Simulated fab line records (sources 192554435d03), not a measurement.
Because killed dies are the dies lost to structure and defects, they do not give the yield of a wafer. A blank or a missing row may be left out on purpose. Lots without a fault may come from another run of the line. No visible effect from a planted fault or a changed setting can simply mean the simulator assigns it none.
A lot that was struck, set against a sound lot || flow n5_finfet || 25 steps out of a route of 1938
Sound: these wafers, L826.2, L826.5, L826.6. The struck wafers were L834.3, L834.5, L834.6. The cause comes at the end.
Order at every step that has rows: each side's tool, ch and its chambers, its first start. Under that, the readings that differ: sound wafers || struck wafers || difference of the means || sigmas: that difference in standard deviations of wafers without a fault.
alike: a reading whose means differ by less than 2 such deviations, as well as words and numbers matching on both sides. not compared: withheld readings; readings where some wafer has no value; bounds like >300 that might hide an equal value; numbers whose values overlap and for which the record gives no deviation.
A row with sigmas, a row that says differs or no value, or rows on one side alone: a step with any of these is where the two part. Numbers that don't overlap but have no deviation are shown without sigmas and don't part them. A reading missing from all wafers of one side parts the sides only when that side holds two or more wafers.

N5_HKMG_FIN_ALD_79: deposits TiN, target thk 1.5 nm, pulse time 1 s, purge time 3 s.
  sound on ald_metal-03 ch 1,2, day 5 13:29; struck on ald_metal-02 ch 0,1,2, day 7 12:55
  alike: heater_power_w, precursor_pulse_height_rel
then, 6 steps without rows for these wafers: N5_HKMG_FIN_CVD_62 (deposits a-Si from Si2H6, target thk 3 nm, time 20.8 s); N5_HKMG_FIN_RTA_80 (time 2 s); N5_HKMG_FIN_PRECLEAN_64 (cleans in dHF, time 30 s); N5_HKMG_FIN_WET_ETCH_65 (etches a-Si in TMAH, stops on TiN, time 49 s, target depth 3 nm); N5_HKMG_FIN_WET_ETCH_81 (etches TiN in SC1, stops on HfO2, time 57 s, target depth 6 nm); N5_HKMG_FIN_WET_ETCH_82 (etches La2O3 in dHCl, stops on HfO2, target depth 2 nm, rinse time 30 s).
N5_HKMG_FIN_ALD_36: deposits TiN, target thk 1 nm, pulse time 1 s, purge time 3 s.
  sound on ald_metal-04 ch 0,3, day 5 14:19; struck on ald_metal-03 ch 2,3, day 7 13:41
  alike: heater_power_w, precursor_pulse_height_rel
N5_HKMG_FIN_THK_MEAS_70: measures by xrf.
  sound: film_metro-02 at day 5 14:35; struck: film_metro-02 at day 7 13:58
  alike: HK_THK
N5_HKMG_FIN_PWFM_ALD_03: deposits TiN, target thk 2 nm, pulse time 1 s, purge time 3 s.
  sound on ald_metal-03 ch 0,1,2, day 5 14:38; struck on ald_metal-04 ch 1,2, day 7 13:59
  alike: heater_power_w, precursor_pulse_height_rel
then, 2 steps without rows for these wafers: N5_HKMG_FIN_COAT_29 (time 60 s, resist thk 300 nm); N5_HKMG_FIN_COAT_30 (time 60 s, resist thk 35 nm).
N5_HKMG_FIN_COAT_06: resist thk 90 nm.
  sound on litho_track-04 ch 0, day 5 15:06; struck on litho_track-01 ch 0, day 7 14:28
{"reading": "dispense_pressure_kPa (kPa)", "sound": "53.7 53.7 53.7", "struck": "51.2 51.2 51.2", "difference": -2.5, "sigmas": -2}
{"reading": "spin_speed_rpm (rpm)", "sound": "1501.0 1500.6 1501.4", "struck": "1381.9 1383.7 1384.6", "difference": -117.6, "sigmas": "-99 or more"}
{"reading": "model.CAR-ArF_of_HKMG_FIN_COAT_06.thk_nm (nm)", "sound": "89.8 90 89.8", "struck": "93.6 93.4 93.2", "difference": "+3.5", "sigmas": ""}
then, 5 steps without rows for these wafers: N5_HKMG_FIN_EBR_08; N5_HKMG_FIN_SOFTBAKE_07 (time 60 s); N5_HKMG_FIN_EXPOSE_09 (exposes mask NWFM); N5_HKMG_FIN_PEB_10 (peb time 60 s); N5_HKMG_FIN_DEVELOP_11 (develop time 30 s).
N5_HKMG_FIN_CD_MEAS_12: the cd target is 92.8 nm.
  sound on cd_sem-01 ch 0, day 5 15:28; struck on cd_sem-03 ch 0, day 7 14:50
  alike: cd_nm
N5_HKMG_FIN_OVL_MEAS_13:
  sound on overlay-01 ch 0, day 5 15:30; struck on overlay-01 ch 0, day 7 14:52
  alike: NWFM_OVL
N5_HKMG_FIN_INSPECT_14: inspects for defects (macro).
  sound: defect_inspect-02 at day 5 15:31; struck: defect_inspect-01 at day 7 14:53
  alike: raw_defect_count
N5_HKMG_FIN_DESCUM_17: chemistry O2, time 7.9 s.
  sound on rie_diel-06 ch 1,2, day 5 15:33; struck on rie_diel-01 ch 0,1,3, day 7 14:55
  alike: drypump_motor_current_A, oes_product_au, rf_vpp_V, showerhead_plenum_p_Torr, throttle_valve_pct
  not compared: rf_hours_counter_h
N5_HKMG_FIN_ETCH_31: etches SiARC in CF4, target depth 45.5 nm, time 75.8 s.
  sound on rie_diel-06 ch 1,2, day 5 15:35; struck on rie_diel-01 ch 0,1,3, day 7 14:58
{"reading": "model.CAR-ArF_of_HKMG_FIN_COAT_06.thk_nm (nm)", "sound": "50.6 50.8 50.6", "struck": "54.4 54.2 54", "difference": "+3.5", "sigmas": ""}
  alike: bias_w, drypump_motor_current_A, etch_rf_on_time_s, mfc_ar_sccm, oes_product_au, rf_vpp_V, showerhead_plenum_p_Torr, throttle_valve_pct
  not compared: rf_hours_counter_h
N5_HKMG_FIN_ETCH_32: etches SOC in N2/H2, target depth 240 nm, time 300 s.
  sound on rie_diel-06 ch 1,2, day 5 15:38; struck on rie_diel-01 ch 0,1,3, day 7 15:01
  alike: bias_w, drypump_motor_current_A, oes_product_au, rf_vpp_V, showerhead_plenum_p_Torr, throttle_valve_pct
  not compared: rf_hours_counter_h
-- record jumps: 6 days separate the struck wafers' starts on either side; left off in module HKMG_FIN, taken up again in module BEOL_M4, whose first shown step is the route's number 1111 --
N5_BEOL_M4_RC_MEAS_101:
  sound on prober-02 ch 0, day 9 08:14; struck on prober-01 ch 0, day 13 10:14
  alike: DIBL_N, DIBL_P, IOFF_N, IOFF_P, ION_N, ION_P, SS_N, SS_P, VT_N, VT_P

WHERE THEY PART
Only at N5_HKMG_FIN_COAT_06, as far as this record shows. Later steps at which nothing parts them and some readings are alike: N5_HKMG_FIN_CD_MEAS_12, N5_HKMG_FIN_OVL_MEAS_13, N5_HKMG_FIN_INSPECT_14, N5_HKMG_FIN_DESCUM_17, N5_HKMG_FIN_ETCH_31, N5_HKMG_FIN_ETCH_32, N5_BEOL_M4_RC_MEAS_101.

WHY: what the simulator had put in
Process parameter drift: litho_track-01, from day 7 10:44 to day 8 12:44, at N5_HKMG_FIN_COAT_06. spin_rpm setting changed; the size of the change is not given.
